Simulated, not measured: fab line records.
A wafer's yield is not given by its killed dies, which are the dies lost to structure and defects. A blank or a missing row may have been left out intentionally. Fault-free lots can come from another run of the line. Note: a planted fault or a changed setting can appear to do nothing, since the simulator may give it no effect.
Matching of chambers | flow n5 finfet | N5_BEOL_M5_ILD_DEP_00 on pecvd-03 has 3 sister chambers
The step deposits SiCOH lowk from DEMS/porogen, target thk 140.64 nm, time 25.9 s. 6 wafers are shown with their chamber, then 12 later ones without.

WAFERS, EACH WITH ITS CHAMBER
wafer  | chamber | throttle valve pct (%) | heater power w (W)
L086.3 | 2       | 13.7                   | 383
L087.3 | 0       | 13.6                   | 247
L087.4 | 1       | 14.6                   | 413
L089.2 | 1       | 14.6                   | 400
L089.4 | 0       | 14.1                   | 290
L089.5 | 2       | 13.6                   | 324

WAFERS WITH NO CHAMBER GIVEN
wafer  | throttle valve pct (%) | heater power w (W)
L092.1 | 13.7                   | 369
L092.2 | 14.9                   | 368
L092.3 | 13.9                   | 260
L094.2 | 13.9                   | 318
L094.3 | 14.7                   | 353
L094.4 | 13.9                   | 329
L097.2 | 13.5                   | 393
L097.4 | 13.9                   | 289
L097.6 | 14.7                   | 368
L095.3 | 13.6                   | 237
L095.4 | 14.9                   | 350
L095.5 | 14.8                   | 348

CHAMBER TAKEN BY EACH
wafer  | from the rows above     | in truth
L092.1 | 2                       | 2
L092.2 | 1                       | 1
L092.3 | 0                       | 0
L094.2 | can't be placed: 0 or 2 | 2
L094.3 | 1                       | 1
L094.4 | can't be placed: 2 or 0 | 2
L097.2 | 2                       | 2
L097.4 | can't be placed: 0 or 2 | 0
L097.6 | 1                       | 1
L095.3 | 0                       | 0
L095.4 | 1                       | 1
L095.5 | 1                       | 1
Correct placement for 9 of the 12. Can't be placed from these rows: 3 (the true chamber is among the candidates in 3). Number placed wrongly: 0.
How it was worked out, from the rows above alone: a wafer's distance from a chamber is the root of the sum, over the readings, of the square of ((its reading less the chamber's mean) divided by the reading's scatter). If the next closest chamber is less than 2 further off than the closest, the wafer can't be placed; otherwise it belongs to the closest. Each chamber's mean is taken over the wafers shown for it. The scatter: the root of (the sum of the squares of (reading less its chamber's mean) over the shown wafers, divided by (wafers less chambers)).
